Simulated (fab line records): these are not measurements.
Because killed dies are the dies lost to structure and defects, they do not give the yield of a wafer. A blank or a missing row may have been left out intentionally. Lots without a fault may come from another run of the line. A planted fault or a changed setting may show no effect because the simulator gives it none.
fab line records	flow nand_harc
record: lots: 6	wafers: 18	last_day: 33
route steps=1302 shown A_CHANNEL_HOLE_D1@455 END@1302
lots that met no fault: taken from a fault-free run of the same line
start_h: hours from the record's first day to the start of the lot's first wafer shown	wait_h: hours elapsed since this lot's preceding step	" same as the row above	L1.1+2: several wafers, shown together as one row	- no value present, or no start provided	* or withheld: withheld	< > ~ a bound
route shown NAME@n: NAME is a module with steps in the file, n the number in the route of the first one	usual: average and standard deviation across the fault-free wafers	same: alike in all rows	chamber/n: place in a boat	sites: each site's reading	_std_site: the standard deviation of these	_edge_site: mean of outer sites minus mean of inner sites	radius_mm: for every site, how far away it sits from the centre of the wafer	mask NAME#n: copy n	behind: the tool/chamber that last shaped the wafer	hold: why the lot went on hold/how many hours it stayed there/how the hold came to an end	device: the n, p or np transistor that did not switch	end of line: the route-end tests of the same wafers	where a step has no rows: the recipe by itself	killed: count of dies lost to structure and defects at first sort (not the wafer's yield)	map: the dies of a wafer, with x for killed, . for not killed, _ for no die there
set.NAME: the setting as run; set.NAME@STEP: as run at that earlier step	model.NAME: the simulator's own value behind a step, which no gauge read
a table for each step, a row for each wafer; lots at some steps of the route
services: from which hour (start_h, from the record's first day; less than 0 if before it) a tool's chamber was out of use, for how many hours, and why
== steps ==
step: NHARC_A_CHANNEL_HOLE_D1_COAT_37
recipe: temp_c: 225	time_s: 65
step: NHARC_A_CHANNEL_HOLE_D1_COAT_04
recipe: spin_rpm: 1500	resist_thk_nm: 90
step: NHARC_A_CHANNEL_HOLE_D1_SOFTBAKE_05
recipe: temp_c: 105	time_s: 55
step: NHARC_A_CHANNEL_HOLE_D1_EBR_06
step: NHARC_A_CHANNEL_HOLE_D1_EXPOSE_07
recipe: na: 1.35	target_cd_nm: 100	sigma_outer: 0.3	dose_mj: 59.65	mask_id: HOLE_D1
step: NHARC_A_CHANNEL_HOLE_D1_PEB_08
recipe: peb_temp_c: 100	peb_time_s: 65
step: NHARC_A_CHANNEL_HOLE_D1_DEVELOP_09
recipe: develop_time_s: 35	dev_temp_c: 23
step: NHARC_A_CHANNEL_HOLE_D1_CD_MEAS_10
recipe: target_cd_nm: 100	landing_energy_ev: 500
usual: cd_nm: 100.1/0.64
lot.wafer	tool	chamber	start_h	wait_h	cd_nm
L292.1	cd_sem-01	0	221.70	-	98.6
L292.2	"	0	"	"	98.8
L292.3	"	0	"	"	99.7
L293.2	cd_sem-03	0	227.76	-	98.6
L293.3	"	0	"	"	99.6
L293.6	"	0	"	"	99.1
L298.1	cd_sem-03	0	283.37	-	100.7
L298.5	"	0	"	"	100.6
L298.6	"	0	"	"	100.1
L299.3	cd_sem-02	0	302.89	-	100.9
L299.5	"	0	"	"	101.0
L299.6	"	0	"	"	101.0
L307.2	cd_sem-01	0	369.95	-	99.9
L307.3	"	0	"	"	99.8
L307.5	"	0	"	"	100.3
L310.1	cd_sem-01	0	405.95	-	100.7
L310.3	"	0	"	"	99.8
L310.5	"	0	"	"	100.3
step: NHARC_A_CHANNEL_HOLE_D1_OVL_MEAS_11
usual: overlay_x_nm: 0.1/0.87	overlay_y_nm: -0.1/0.95
lot.wafer	tool	chamber	start_h	wait_h	overlay_x_nm	overlay_y_nm
L292.1	overlay-01	-	221.78	-	0.1	0.5
L292.2	"	-	"	"	-0.2	1.3
L292.3	"	-	"	"	0.1	1.0
L293.2	overlay-01	-	227.85	-	-0.1	-0.4
L293.3	"	-	"	"	-0.1	0.3
L293.6	"	-	"	"	-0.3	0.6
L298.1	overlay-02	-	283.45	-	-0.8	-1.3
L298.5	"	-	"	"	-0.9	-1.0
L298.6	"	-	"	"	-1.0	-1.2
L299.3	overlay-01	-	302.97	-	-1.1	0.4
L299.5	"	-	"	"	-1.1	0.9
L299.6	"	-	"	"	-0.9	1.0
L307.2	overlay-01	-	370.03	-	-0.4	-0.1
L307.3	"	-	"	"	-0.8	0.2
L307.5	"	-	"	"	0.0	0.1
L310.1	overlay-01	-	406.03	-	1.4	-0.3
L310.3	"	-	"	"	1.0	-1.0
L310.5	"	-	"	"	1.8	-0.9
step: NHARC_A_CHANNEL_HOLE_D1_INSPECT_12
usual: raw_defect_count: 5.3/2.9
lot.wafer	tool	chamber	start_h	wait_h	raw_defect_count
L292.1	defect_inspect-01	-	221.82	0.0	6
L292.2	"	-	"	"	8
L292.3	"	-	"	"	9
L293.2	defect_inspect-01	-	227.89	0.0	2
L293.3	"	-	"	"	6
L293.6	"	-	"	"	2
L298.1	defect_inspect-01	-	283.49	0.0	6
L298.5	"	-	"	"	6
L298.6	"	-	"	"	9
L299.3	defect_inspect-02	-	303.01	0.0	0
L299.5	"	-	"	"	3
L299.6	"	-	"	"	4
L307.2	defect_inspect-02	-	370.07	0.0	5
L307.3	"	-	"	"	2
L307.5	"	-	"	"	2
L310.1	defect_inspect-01	-	406.07	0.0	5
L310.3	"	-	"	"	5
L310.5	"	-	"	"	2
step: NHARC_A_CHANNEL_HOLE_D1_DESCUM_15
recipe: time_s: 3	o2_flow_sccm: 200	ar_flow_sccm: 0	bias_power_w: 0	chemistry: O2
usual: drypump_motor_current_A: 5.6/0.41	oes_product_au: 0.999/0.012	rf_vpp_V: 57.8/0.87	showerhead_plenum_p_Torr: 1.90/0.082	throttle_valve_pct: 11.310/0.0089
lot.wafer	tool	chamber	start_h	wait_h	drypump_motor_current_A	oes_product_au	rf_hours_counter_h	rf_vpp_V	showerhead_plenum_p_Torr	throttle_valve_pct
L292.2	rie_diel-09	0	221.88	0.1	6.0	0.992	22	59.6	2.00	11.307
L292.1	"	2	"	"	6.5	1.004	24	58.5	1.94	11.296
L292.3	"	3	"	"	5.9	1.000	22	57.3	2.07	11.311
L293.2	rie_diel-05	1	227.96	0.1	5.5	1.009	14	58.0	1.83	11.312
L293.3	"	2	"	"	6.3	0.988	14	57.6	1.80	11.302
L293.6	"	1	"	"	5.5	0.998	-	57.8	1.83	11.315
L298.1	rie_diel-05	0	283.60	0.1	5.3	1.007	3	59.7	2.00	11.311
L298.6	"	1	"	"	5.5	1.003	-	58.1	1.83	11.318
L298.5	"	2	"	"	6.3	0.992	-	56.7	1.80	11.286
L299.3	rie_diel-05	3	303.07	0.1	5.1	1.003	6	57.5	1.91	11.302
L299.6	"	3	"	"	5.1	0.992	-	57.9	1.91	11.311
L299.5	"	0	"	"	5.3	1.016	-	57.9	2.00	11.302
L307.2	rie_diel-05	0	370.13	0.1	5.3	1.005	11	58.5	2.00	11.303
L307.3	"	2	"	"	6.3	0.988	11	57.5	1.80	11.315
L307.5	"	0	"	"	5.3	1.011	-	58.3	2.00	11.314
L310.3	rie_diel-05	2	406.13	0.1	6.3	0.988	16	57.7	1.80	11.313
L310.1	"	1	"	"	5.5	1.018	15	58.7	1.82	11.293
L310.5	"	2	"	"	6.3	0.988	-	58.2	1.80	11.323
step: NHARC_A_CHANNEL_HOLE_D1_ETCH_38
recipe: target_depth_a: 390	over_etch_frac: 0.3	time_s: 65	ion_energy_ev: 80	cf4_flow_sccm: 150	ar_flow_sccm: 0	rf_w: 300	bias_w: 100	chemistry: CF4
usual: drypump_motor_current_A: 5.7/0.42	oes_product_au: 0.998/0.012	rf_vpp_V: 150.9/1.2	showerhead_plenum_p_Torr: 1.75/0.071	throttle_valve_pct: 13.284/0.0092
same: over_etch_frac: 0.3
lot.wafer	tool	chamber	start_h	wait_h	drypump_motor_current_A	oes_product_au	rf_hours_counter_h	rf_vpp_V	showerhead_plenum_p_Torr	throttle_valve_pct
L292.1	rie_diel-09	2	221.97	0.1	6.5	0.990	24	151.6	1.79	13.285
L292.3	"	3	"	"	5.8	1.001	22	152.1	1.90	13.275
L292.2	"	1	"	"	5.9	0.990	21	151.4	1.74	13.289
L293.3	rie_diel-05	3	228.03	0.1	5.2	0.976	14	151.5	1.77	13.282
L293.2	"	0	"	"	5.3	0.991	14	151.8	1.85	13.277
L293.6	"	3	"	"	5.2	0.981	-	151.8	1.77	13.273
L298.1	rie_diel-05	1	283.65	0.1	5.5	1.007	3	152.0	1.69	13.278
L298.6	"	1	"	"	5.5	1.001	-	151.1	1.69	13.282
L298.5	"	2	"	"	6.3	0.981	-	150.7	1.67	13.274
L299.3	rie_diel-05	2	303.16	0.1	6.3	1.002	6	151.6	1.67	13.293
L299.5	"	1	"	"	5.5	1.014	-	151.1	1.69	13.288
L299.6	"	2	"	"	6.3	0.989	-	151.5	1.67	13.260
L307.3	rie_diel-05	1	370.22	0.1	5.5	1.004	11	151.1	1.69	13.295
L307.2	"	0	"	"	5.3	1.004	11	151.7	1.84	13.280
L307.5	"	1	"	"	5.5	1.004	-	149.9	1.69	13.296
L310.3	rie_diel-05	0	406.22	0.1	5.3	1.010	14	151.5	1.84	13.288
L310.1	"	1	"	"	5.5	1.006	15	150.3	1.69	13.285
L310.5	"	0	"	"	5.3	1.006	-	151.8	1.84	13.282
step: NHARC_A_CHANNEL_HOLE_D1_ETCH_39
recipe: target_depth_a: 2600	over_etch_frac: 0.3	time_s: 325	ion_energy_ev: 200	n2_flow_sccm: 150	h2_flow_sccm: 150	ar_flow_sccm: 0	rf_w: 400	bias_w: 150	chemistry: N2/H2
usual: drypump_motor_current_A: 5.6/0.42	h2_flow_sccm: 150.0/0.49	oes_product_au: 0.997/0.012	rf_vpp_V: 429.9/2.7	showerhead_plenum_p_Torr: 2.02/0.09	throttle_valve_pct: 14.171/0.0089
same: over_etch_frac: 0.3
lot.wafer	tool	chamber	start_h	wait_h	drypump_motor_current_A	h2_flow_sccm	oes_product_au	rf_hours_counter_h	rf_vpp_V	showerhead_plenum_p_Torr	throttle_valve_pct
L292.2	rie_diel-09	1	222.06	-	5.9	149.4	0.999	21	428.4	2.00	14.172
L292.3	"	3	"	"	5.8	150.5	1.003	22	434.2	2.21	14.177
L292.1	"	0	"	"	6.0	150.2	0.991	22	432.3	2.14	14.171
L293.3	rie_diel-05	3	228.15	-	5.2	149.4	0.963	14	431.0	2.04	14.158
L293.2	"	0	"	"	5.3	149.8	0.997	14	432.7	2.14	14.168
L293.6	"	2	"	"	6.3	150.7	0.995	-	427.1	1.92	14.190
L298.1	rie_diel-05	3	283.75	-	5.2	150.3	1.004	4	430.4	2.03	14.180
L298.5	"	3	"	"	5.2	150.1	0.996	-	430.1	2.03	14.161
L298.6	"	0	"	"	5.3	150.5	0.882	-	432.4	2.14	14.166
L299.3	rie_diel-05	3	303.25	-	5.2	150.3	0.992	6	430.8	2.03	14.178
L299.5	"	3	"	"	5.2	150.3	0.995	-	429.5	2.03	14.167
L299.6	"	0	"	"	5.3	149.4	0.872	-	433.7	2.14	14.166
L307.3	rie_diel-05	2	370.31	-	6.2	150.5	0.991	12	427.9	1.91	14.177
L307.2	"	1	"	"	5.5	150.0	1.011	11	428.8	1.94	14.171
L307.5	"	3	"	"	5.2	150.5	0.994	-	428.9	2.03	14.177
L310.3	rie_diel-05	3	406.31	-	5.2	150.1	0.988	16	430.0	2.03	14.174
L310.1	"	0	"	"	5.3	149.8	1.013	14	433.1	2.13	14.193
L310.5	"	0	"	"	5.3	150.6	1.006	-	433.6	2.13	14.162
step: NHARC_A_CHANNEL_HOLE_D1_ETCH_34
recipe: target_depth_a: 1540	time_s: 77	cf4_flow_sccm: 100	chf3_flow_sccm: 30	ar_flow_sccm: 0	rf_w: 500	bias_w: 200	chemistry: CF4/CHF3
usual: drypump_motor_current_A: 5.6/0.43	oes_product_au: 0.948/0.024	rf_vpp_V: 370.0/2.1	showerhead_plenum_p_Torr: 1.56/0.063	throttle_valve_pct: 16.802/0.0097
lot.wafer	tool	chamber	start_h	wait_h	drypump_motor_current_A	oes_product_au	rf_hours_counter_h	rf_vpp_V	showerhead_plenum_p_Torr	throttle_valve_pct
L292.2	rie_diel-09	1	-	-	5.9	0.968	21	369.8	1.55	16.808
L292.3	"	2	"	"	6.4	0.984	24	372.6	1.59	16.806
L292.1	"	0	"	"	6.0	0.966	22	371.8	1.64	16.804
L293.2	rie_diel-05	3	-	-	5.2	0.960	14	370.2	1.57	16.809
L293.3	"	0	"	"	5.3	0.965	14	372.5	1.64	16.794
L293.6	"	2	"	"	6.2	0.970	-	366.6	1.49	16.788
L298.1	rie_diel-05	0	-	-	5.3	0.989	4	372.0	1.64	16.798
L298.6	"	3	"	"	5.2	0.986	-	370.0	1.57	16.814
L298.5	"	0	"	"	5.3	0.994	-	373.1	1.64	16.802
L299.3	rie_diel-05	3	-	-	5.2	0.922	6	370.5	1.57	16.784
L299.6	"	3	"	"	5.1	0.928	-	371.0	1.57	16.813
L299.5	"	0	"	"	5.3	0.928	-	372.7	1.64	16.799
L307.2	rie_diel-05	0	-	-	5.3	0.926	11	371.8	1.64	16.794
L307.3	"	1	"	"	5.5	0.931	11	369.3	1.50	16.788
L307.5	"	0	"	"	5.3	0.939	-	372.8	1.64	16.804
L310.3	rie_diel-05	2	-	-	6.3	0.908	16	367.1	1.48	16.791
L310.1	"	0	"	"	5.3	0.943	14	372.8	1.64	16.800
L310.5	"	1	"	"	5.5	0.930	-	368.6	1.50	16.812
step: NHARC_END_SORT_01
recipe: temp_c: 25
usual: killed_at_array: 56/19	killed_at_other: 0.8/1.1	killed_at_periphery: 3.4/2.5	killed_dies: 60/19	killed_open: 2.9/1.7	killed_short: 2.4/1.6
same: gross_dies: 677
lot.wafer	tool	chamber	start_h	wait_h	killed_at_array	killed_at_other	killed_at_periphery	killed_dies	killed_open	killed_short
L293.2	prober-01	0	632.42	2.8	52	1	2	55	4	2
L293.3	prober-01	0	633.22	3.1	64	3	1	68	3	1
L293.6	prober-01	0	635.60	4.0	52	2	0	54	2	1
L298.5	prober-01	0	662.33	3.7	55	1	2	58	3	5
L299.3	prober-01	0	682.93	3.1	63	3	6	72	4	1
L299.5	prober-01	0	684.54	3.7	46	1	8	55	5	2
L299.6	prober-01	0	685.35	4.0	53	0	4	57	2	0
L307.2	prober-01	0	743.84	2.8	35	2	2	39	1	2
L307.3	prober-01	0	744.64	3.1	50	1	5	56	4	4
L307.5	prober-01	0	746.23	3.7	42	0	1	43	0	2
killed by level:class
L293.2 A_SLIT:chamber_film_flake=27 A_CHANNEL_HOLE_D2:chamber_film_flake=6 A_CHANNEL_HOLE_D1:chamber_film_flake=5 A_CHANNEL_FILL_D1:geometric_particle:open=2 A_CHANNEL_FILL_D2:geometric_particle:open=2 A_SGD_CUT:chamber_film_flake=2 A_DECK1_JOINT:chamber_film_flake=2 A_STAIRCASE:chamber_film_flake=2
L293.3 A_SLIT:chamber_film_flake=35 A_CHANNEL_HOLE_D2:chamber_film_flake=8 A_CHANNEL_HOLE_D1:chamber_film_flake=6 A_CONTACT:chamber_film_flake=4 A_SGD_CUT:chamber_film_flake=4 A_STAIRCASE:chamber_film_flake=3 THIN_TSV:chamber_film_flake=3 P_M0:geometric_particle:open=1
L293.6 A_SLIT:chamber_film_flake=27 A_CHANNEL_HOLE_D2:chamber_film_flake=10 A_CHANNEL_FILL_D2:chamber_film_flake=4 A_DECK1_JOINT:chamber_film_flake=3 A_SGD_CUT:chamber_film_flake=2 A_CONTACT:chamber_film_flake=2 A_ONON_D2:geometric_particle:short=1 A_CHANNEL_FILL_D2:geometric_particle:open=1
L298.5 A_SLIT:chamber_film_flake=32 A_CHANNEL_HOLE_D2:chamber_film_flake=9 A_CHANNEL_HOLE_D1:chamber_film_flake=2 A_STAIRCASE:chamber_film_flake=2 A_SOURCE_PLATE:geometric_particle:open=1 A_ONON_D1:geometric_particle:open=1 A_CHANNEL_HOLE_D1:geometric_particle:open=1 A_CHANNEL_HOLE_D1:geometric_particle:short=1
L299.3 A_SLIT:chamber_film_flake=37 A_CONTACT:chamber_film_flake=10 A_CHANNEL_HOLE_D1:chamber_film_flake=7 P_M2:chamber_film_flake=5 A_STAIRCASE:chamber_film_flake=2 THIN_TSV:chamber_film_flake=2 P_GATE:geometric_particle:open=1 A_SGD_CUT:geometric_particle:open=1
L299.5 A_SLIT:chamber_film_flake=31 A_CONTACT:chamber_film_flake=5 P_M2:chamber_film_flake=3 A_CHANNEL_HOLE_D1:chamber_film_flake=3 A_CHANNEL_FILL_D1:geometric_particle:open=2 P_M1:chamber_film_flake=2 P_CONTACT:geometric_particle:open=1 P_M2:geometric_particle:open=1
L299.6 A_SLIT:chamber_film_flake=33 A_CONTACT:chamber_film_flake=8 P_M2:chamber_film_flake=3 A_CHANNEL_HOLE_D1:chamber_film_flake=2 A_DECK1_JOINT:chamber_film_flake=2 A_CHANNEL_FILL_D2:chamber_film_flake=2 A_CHANNEL_HOLE_D1:area_etch=2 A_CHANNEL_FILL_D1:geometric_particle:open=1
L307.2 A_CHANNEL_HOLE_D1:chamber_film_flake=20 A_SLIT:chamber_film_flake=9 P_M1:chamber_film_flake=2 THIN_TSV:chamber_film_flake=2 A_CHANNEL_FILL_D1:geometric_particle:open=1 A_CHANNEL_FILL_D1:geometric_particle:short=1 A_CONTACT:geometric_particle:short=1 A_CHANNEL_HOLE_D2:chamber_film_flake=1
L307.3 A_CHANNEL_HOLE_D1:chamber_film_flake=30 A_SLIT:chamber_film_flake=10 A_ONON_D1:geometric_particle:short=2 P_M1:chamber_film_flake=2 A_STAIRCASE:chamber_film_flake=2 P_CONTACT:geometric_particle:short=1 P_CONTACT:geometric_particle:open=1 P_M1:geometric_particle:open=1
L307.5 A_CHANNEL_HOLE_D1:chamber_film_flake=32 A_SLIT:chamber_film_flake=4 A_STAIRCASE:chamber_film_flake=2 A_ONON_D1:geometric_particle:short=1 A_M0:geometric_particle:short=1 P_M1:chamber_film_flake=1 A_ZERO_WELL:chamber_film_flake=1 A_CONTACT:chamber_film_flake=1
== services ==
tool	chamber	start_h	hours	kind
rie_diel-05	0	208.82	-	clean
rie_diel-05	1	208.82	-	clean
rie_diel-05	2	208.82	-	clean
rie_diel-05	3	208.82	-	clean
rie_diel-09	2	229.23	8.9	repair
rie_diel-05	-	229.60	9.0	pm
rie_diel-05	0	229.60	9.0	vent_cycle
rie_diel-05	1	229.60	9.0	vent_cycle
rie_diel-05	2	229.60	9.0	vent_cycle
rie_diel-05	3	229.60	9.0	vent_cycle
rie_diel-05	0	238.60	-	clean
rie_diel-05	1	238.60	-	clean
rie_diel-05	2	238.60	-	clean
rie_diel-05	3	238.60	-	clean
rie_diel-05	0	263.10	-	clean
rie_diel-05	1	263.10	-	clean
rie_diel-05	2	263.10	-	clean
rie_diel-05	3	263.10	-	clean
rie_diel-05	0	287.64	-	clean
rie_diel-09	-	320.14	9.0	pm
rie_diel-05	0	335.23	14.1	repair
rie_diel-09	1	343.46	7.0	repair
rie_diel-09	1	351.65	5.3	repair
rie_diel-09	2	384.43	16.1	repair
== key ==
first_sign: step: NHARC_A_CHANNEL_HOLE_D1_ETCH_39	reading: oes_product_au	direction: down	sigmas: 9.8	usual: 0.997	struck: 0.877
effect none on later readings
met_at NHARC_A_CHANNEL_HOLE_D1_ETCH_39
struck_wafers L298.6,L299.6
tester_left_out L298,L299
onset_between 228.15 283.75
fault: kind: process_parameter_drift	tool: rie_diel-05	chamber: 0	onset_h: 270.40	steps: NHARC_A_CHANNEL_HOLE_D1_ETCH_39	channel: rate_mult	offset: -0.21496	shape: step	end_h: 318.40
tester_left_out: of these lots the tester's yield and bins aren't shown, on N5 and GAA mostly nor the transistor test; their killed dies are dies lost to structure and defects alone, not to doping, threshold or leakage, so they don't give the yield
